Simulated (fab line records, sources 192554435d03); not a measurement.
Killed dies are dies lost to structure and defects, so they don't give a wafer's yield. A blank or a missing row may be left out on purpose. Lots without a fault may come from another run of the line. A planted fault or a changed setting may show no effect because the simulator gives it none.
fab line records | flow n5_finfet
record lots=7 wafers=21 last_day=17
route steps=1938 shown BEOL_M5@1165 PASSIVATION@1936
lots that met no fault: from a run of the same line without faults
start_h: hours from the record's first day to the start of the lot's first wafer shown | wait_h: hours since the lot's step before | " the same as in the row above | L1.1+2: a row that stands for several wafers | - no value, or no start given | * or withheld: withheld | < > ~ a bound
route shown NAME@n: a module of which the file shows steps, and the number in the route of the first | usual: mean/standard deviation of fault-free wafers | same: alike in all rows | chamber/n: place in a boat | sites: the reading at each site | _std_site: their standard deviation | _edge_site: outer sites' mean less inner sites' | radius_mm: how far each site lies from the wafer's centre | mask NAME#n: copy n | behind: the tool/chamber that last shaped the wafer | hold: why the lot was held/for how many hours/how that ended | device: the transistor (n, p or np) that didn't switch | end of line: the same wafers' tests at the end of the route | a step without rows: its recipe alone | killed: dies lost to structure and defects at the first sort, not the wafer's yield | map: a wafer's dies, x killed, . not, _ none there
set.NAME: the setting as run; set.NAME@STEP: as run at that earlier step | model.NAME: the simulator's own value behind a step, which no gauge read
lots at some steps of the route; a table a step, a row a wafer
services: from which hour (start_h, from the record's first day; less than 0 if before it) a tool's chamber was out of use, for how many hours, and why
## steps
# step N5_BEOL_M5_SRD_40
# recipe time_s=30 temp_c=23 rinse_liquid=diw dry=ipa_marangoni
# step N5_BEOL_M5_PRECLEAN_42
# recipe chemistry=residue_remover time_s=60 temp_c=40
# step N5_BEOL_M5_SRD_43
# recipe time_s=30 temp_c=23 rinse_liquid=diw dry=ipa_marangoni
# step N5_BEOL_M5_CD_MEAS_35
# recipe target_cd_nm=28 target_cd_y_nm=24 polarity=opening
# usual cd_nm=28.0/0.33
# columns lot.wafer tool chamber start_h wait_h cd_nm
L724.2 cd_sem-02 - 209.10 0.0 28.7
L724.3 " - " " 27.8
L724.5 " - " " 27.8
L726.4 cd_sem-01 - 216.29 0.0 28.4
L726.5 " - " " 28.2
L726.6 " - " " 28.5
L727.2 cd_sem-03 - 224.17 0.0 28.3
L727.4 " - " " 28.3
L727.5 " - " " 28.3
L728.1 cd_sem-02 - 224.95 0.0 28.1
L728.3 " - " " 27.7
L728.4 " - " " 27.8
L732.1 cd_sem-03 - 245.47 0.0 28.5
L732.4 " - " " 27.7
L732.5 " - " " 28.2
L736.1 cd_sem-03 - 275.26 0.0 28.4
L736.3 " - " " 27.4
L736.6 " - " " 27.9
L740.1 cd_sem-02 - 300.44 0.0 28.3
L740.4 " - " " 28.4
L740.6 " - " " 28.3
# step N5_BEOL_M5_CURE_80
# recipe temp_c=370 time_s=120 ambient=DMADMS/He material=SiCOH_lowk
# usual lamp_power_pct=52.32/0.053 wafer_temp_C_max=371.8/0.75
# columns lot.wafer tool chamber start_h wait_h lamp_power_pct wafer_temp_C_max
L724.2 uv_cure-03 1 209.19 0.1 52.35 371.5
L724.3 " 1 " " 52.42 371.9
L724.5 " 1 " " 52.30 371.5
L726.4 uv_cure-03 2 216.47 0.2 52.29 373.0
L726.5 " 2 " " 52.34 373.3
L726.6 " 2 " " 52.35 374.2
L727.2 uv_cure-01 0 224.27 0.1 52.38 371.9
L727.4 " 0 " " 52.33 371.7
L727.5 " 0 " " 52.25 373.6
L728.1 uv_cure-02 2 225.00 0.0 52.30 371.6
L728.3 " 2 " " 52.29 371.2
L728.4 " 2 " " 52.38 371.3
L732.1 uv_cure-02 1 245.74 0.3 52.29 370.5
L732.4 " 1 " " 52.36 371.1
L732.5 " 1 " " 52.37 370.7
L736.1 uv_cure-01 0 275.30 0.0 52.31 371.6
L736.3 " 0 " " 52.32 372.1
L736.6 " 0 " " 52.26 371.5
L740.1 uv_cure-02 1 300.49 0.0 52.39 371.2
L740.4 " 1 " " 52.26 371.3
L740.6 " 1 " " 52.35 370.4
# step N5_BEOL_M5_DEGAS_44
# recipe ambient=vacuum temp_c=250 time_s=60
# step N5_BEOL_M5_PRE_CLEAN_45
# recipe gas=H2/He time_s=30 temp_c=250
# usual heater_power_w=333/42
# columns lot.wafer tool chamber start_h wait_h heater_power_w
L724.2 pvd_sputter-03 - 209.97 0.0 330
L724.3 " - " " 277
L724.5 " - " " 326
L726.4 pvd_sputter-01 - 216.83 0.0 314
L726.5 " - " " 318
L726.6 " - " " 399
L727.2 pvd_sputter-01 - 225.04 0.0 324
L727.4 " - " " 394
L727.5 " - " " 312
L728.1 pvd_sputter-01 - 225.36 0.0 324
L728.3 " - " " 282
L728.4 " - " " 323
L732.1 pvd_sputter-03 - 246.41 0.0 319
L732.4 " - " " 270
L732.5 " - " " 271
L736.1 pvd_sputter-01 - 275.97 0.0 389
L736.3 " - " " 288
L736.6 " - " " 326
L740.1 pvd_sputter-02 - 302.38 0.0 309
L740.4 " - " " 278
L740.6 " - " " 284
# step N5_BEOL_M5_ALD_86
# recipe material=TaN target_thk_a=* temp_c=275 ald_precursor_family=PDMAT ald_co_reactant=NH3 pressure_torr=3 carrier_flow_sccm=1500 pulse_time_s=2 purge_time_s=3 co_reactant_purge_time_s=2 co_reactant_pulse_time_s=3 ald_cycles=30 precursor_vessel_temp_c=75 precursor_vessel_pressure_torr=26.25 precursor_vessel_carrier_sccm=1000
# step N5_BEOL_M5_SURFACE_TREAT_87
# recipe gas=Ar time_s=* ion_energy_ev=* ion_current_ma_cm2=0.5 pressure_mtorr=* ar_flow_sccm=30
# usual throttle_valve_pct=*
# columns lot.wafer tool chamber start_h wait_h throttle_valve_pct
L724.2 pvd_sputter-02 - 210.34 0.2 *
L724.3 " - " " *
L724.5 " - " " *
L726.4 pvd_sputter-03 - 217.40 0.4 *
L726.5 " - " " *
L726.6 " - " " *
L727.2 pvd_sputter-01 - 225.40 0.2 *
L727.4 " - " " *
L727.5 " - " " *
L728.1 pvd_sputter-01 - 225.80 0.3 *
L728.3 " - " " *
L728.4 " - " " *
L732.1 pvd_sputter-01 - 247.27 0.6 *
L732.4 " - " " *
L732.5 " - " " *
L736.1 pvd_sputter-01 - 276.41 0.3 *
L736.3 " - " " *
L736.6 " - " " *
L740.1 pvd_sputter-02 - 302.76 0.1 *
L740.4 " - " " *
L740.6 " - " " *
# step N5_BEOL_M5_CVD_47
# recipe material=Co target_thk_a=30 temp_c=withheld precursor=CCTBA/H2 pressure_torr=30 time_s=216
# step N5_BEOL_M5_SPUTTER_48
# recipe material=Cu target_thk_a=150 temp_c=-20 chamber_pressure_pa=0.07 power_w=withheld time_s=27.62
# usual chamber_pressure_pa=0.06999/0.00015 throttle_valve_pct=30.2/0.73
# columns lot.wafer tool chamber start_h wait_h chamber_pressure_pa throttle_valve_pct
L724.2 pvd_sputter-03 - 210.73 0.2 0.0699 29.6
L724.3 " - " " 0.07008 31.6
L724.5 " - " " 0.06988 29.4
L726.4 pvd_sputter-03 - 217.72 0.1 0.07006 29.7
L726.5 " - " " 0.07019 31.7
L726.6 " - " " 0.06983 29.5
L727.2 pvd_sputter-03 - 225.63 0.1 0.06986 31.6
L727.4 " - " " 0.06998 30.1
L727.5 " - " " 0.07008 30.1
L728.1 pvd_sputter-02 - 227.03 0.9 0.07008 30.1
L728.3 " - " " 0.0699 30.5
L728.4 " - " " 0.07005 31.5
L732.1 pvd_sputter-01 - 247.57 0.2 0.06968 30.0
L732.4 " - " " 0.06991 29.8
L732.5 " - " " 0.06978 30.1
L736.1 pvd_sputter-01 - 276.65 0.1 0.07015 30.2
L736.3 " - " " 0.06998 30.3
L736.6 " - " " 0.07034 30.1
L740.1 pvd_sputter-03 - 303.08 0.2 0.07021 29.6
L740.4 " - " " 0.07007 31.7
L740.6 " - " " 0.07005 29.6
# step N5_BEOL_M5_ANNEAL_49
# recipe temp_c=400 time_s=1800 ambient=vacuum
# usual heater_power_w=840/110
# columns lot.wafer tool chamber start_h wait_h heater_power_w
L724.2 pvd_sputter-03 - 210.82 0.0 994
L724.3 " - " " 688
L724.5 " - " " 998
L726.4 pvd_sputter-03 - 217.80 0.0 979
L726.5 " - " " 685
L726.6 " - " " 906
L727.2 pvd_sputter-03 - 225.71 0.0 683
L727.4 " - " " 823
L727.5 " - " " 802
L728.1 pvd_sputter-02 - 227.11 0.0 701
L728.3 " - " " 984
L728.4 " - " " 791
L732.1 pvd_sputter-01 - 247.65 0.0 708
L732.4 " - " " 808
L732.5 " - " " 955
L736.1 pvd_sputter-01 - 276.73 0.0 979
L736.3 " - " " 812
L736.6 " - " " 973
L740.1 pvd_sputter-03 - 303.16 0.0 904
L740.4 " - " " 685
L740.6 " - " " 981
# step N5_BEOL_M5_SPUTTER_81
# recipe material=Cu target_thk_a=150 temp_c=-20 chamber_pressure_pa=0.07 power_w=withheld time_s=27.62
# usual chamber_pressure_pa=0.06999/0.00013 throttle_valve_pct=30.2/0.7
# columns lot.wafer tool chamber start_h wait_h chamber_pressure_pa throttle_valve_pct
L724.2 pvd_sputter-03 - 211.91 0.5 0.0676 30.0
L724.3 " - " " 0.0676 32.1
L724.5 " - " " 0.06757 30.0
L726.4 pvd_sputter-03 - 218.81 0.5 0.06782 30.2
L726.5 " - " " 0.06774 32.2
L726.6 " - " " 0.06765 30.0
L727.2 pvd_sputter-03 - 226.72 0.5 0.06749 32.1
L727.4 " - " " 0.06748 30.7
L727.5 " - " " 0.06749 30.9
L728.1 pvd_sputter-02 - 228.12 0.5 0.06989 30.2
L728.3 " - " " 0.07014 30.5
L728.4 " - " " 0.06987 31.4
L732.1 pvd_sputter-01 - 248.65 0.5 0.07006 29.7
L732.4 " - " " 0.07 29.7
L732.5 " - " " 0.0698 30.3
L736.1 pvd_sputter-01 - 277.73 0.5 0.06978 30.1
L736.3 " - " " 0.06989 30.3
L736.6 " - " " 0.06993 30.2
L740.1 pvd_sputter-03 - 304.16 0.5 0.0701 29.7
L740.4 " - " " 0.07004 31.7
L740.6 " - " " 0.06995 29.8
# step N5_BEOL_M5_ANNEAL_82
# recipe temp_c=400 time_s=1800 ambient=vacuum
# step N5_PASSIVATION_PROBE_49
# usual defect_limited_yield=91.0/1.3 killed_at_M0_to_M3=36/9.5 killed_at_M4_up=14/5.6 killed_at_contacts=12/6.4 killed_at_front_end=40/10 killed_at_other=3.2/3 killed_dies=107/15 killed_open=69/12 killed_short=35/7.7 sort_bin_5_function=5.3/0.91 sort_bin_6_memory=3.3/0.65 sort_bin_8_speed=0.00/0.012 sort_n_pass=1073/15 sort_yield_pct=91.0/1.3
# same gross_dies=1180 killed_at_back_side=0 sort_bin_4_leakage[%]=0
# columns lot.wafer tool chamber start_h wait_h defect_limited_yield[%] killed_at_M0_to_M3 killed_at_M4_up killed_at_contacts killed_at_front_end killed_at_other killed_dies killed_open killed_short sort_bin_5_function[%] sort_bin_6_memory[%] sort_bin_8_speed[%] sort_n_pass sort_yield_pct[%]
L732.1 prober-02 - 354.61 0.0 88.8 34 16 18 59 5 132 85 43 7.2 3.8 0 1048 88.8
L732.5 prober-02 - 354.81 0.2 89.7 45 17 11 47 2 122 73 44 5.3 4.7 0 1058 89.7
L736.1 prober-02 - 381.73 0.0 92.4 35 7 13 33 2 90 59 20 4.2 2.6 0 1090 92.4
L736.3 prober-02 - 381.83 0.1 90.3 37 16 15 44 2 114 72 39 6.3 3.2 0 1066 90.3
L736.6 prober-02 - 381.98 0.3 91.9 29 12 11 43 1 96 68 27 4.7 3.2 0 1084 91.9
# killed by level:class
L732.1 STI_FIN_REVEAL:geometric_particle:open=15 MOL_CONTACT_COAG:geometric_particle:open=11 GATE_CUT:geometric_particle:short=10 BEOL_M2:geometric_particle:open=9 BEOL_M3:geometric_particle:open=8 MOL_CONTACT_COAG:geometric_particle:short=7 FIN_SAQP:geometric_particle:short=6 STARTING-WAFER:geometric_particle:open=6
L732.5 BEOL_M0_SAQP:geometric_particle:open=14 STI_FIN_REVEAL:geometric_particle:open=11 BEOL_M2:geometric_particle:open=9 MOL_CONTACT_COAG:geometric_particle:open=8 BEOL_M0_SAQP:geometric_particle:short=8 GATE_CUT:geometric_particle:short=6 DUMMY_GATE:geometric_particle:open=5 FIN_SAQP:geometric_particle:short=4
L736.1 STI_FIN_REVEAL:geometric_particle:open=14 BEOL_M3:geometric_particle:open=14 MOL_CONTACT_COAG:geometric_particle:open=10 HKMG_FIN:area_etch=7 BEOL_M1:geometric_particle:open=5 BEOL_M3:geometric_particle:short=5 BEOL_M2:geometric_particle:open=4 MOL_CONTACT_COAG:geometric_particle:short=3
L736.3 STI_FIN_REVEAL:geometric_particle:open=15 MOL_CONTACT_COAG:geometric_particle:open=10 BEOL_M2:geometric_particle:open=8 BEOL_M3:geometric_particle:open=7 BEOL_M4:geometric_particle:open=7 FIN_SAQP:geometric_particle:short=6 STI_FIN_REVEAL:geometric_particle:short=5 BEOL_M0_SAQP:geometric_particle:short=5
L736.6 STI_FIN_REVEAL:geometric_particle:open=12 BEOL_M1:geometric_particle:open=10 MOL_CONTACT_COAG:geometric_particle:open=8 DUMMY_GATE:geometric_particle:open=7 BEOL_M4:geometric_particle:open=7 FIN_SAQP:geometric_particle:short=6 STI_FIN_REVEAL:geometric_particle:short=5 BEOL_M3:geometric_particle:open=5
## services
# columns tool chamber start_h hours kind
uv_cure-03 - 238.00 2.1 pm
uv_cure-02 - 257.76 1.6 repair
pvd_sputter-01 - 265.37 5.6 repair
uv_cure-03 - 279.94 5.0 repair
uv_cure-03 - 302.61 6.0 pm
## key
first_sign step=N5_BEOL_M5_SPUTTER_81 reading=chamber_pressure_pa direction=down sigmas=19 usual=0.06999 struck=0.0676
effect none on later readings
met_at N5_BEOL_M5_SPUTTER_81
struck_wafers L724.2,L724.3,L724.5,L726.4,L726.5,L726.6,L727.2,L727.4,L727.5
fault kind=process_parameter_drift tool=pvd_sputter-03 chamber=- onset_h=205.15 steps=N5_BEOL_M5_SPUTTER_81 channel=chamber_pressure_pa offset=-0.0023831 shape=step end_h=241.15 acts_in=these_recipes_only stated=0.07
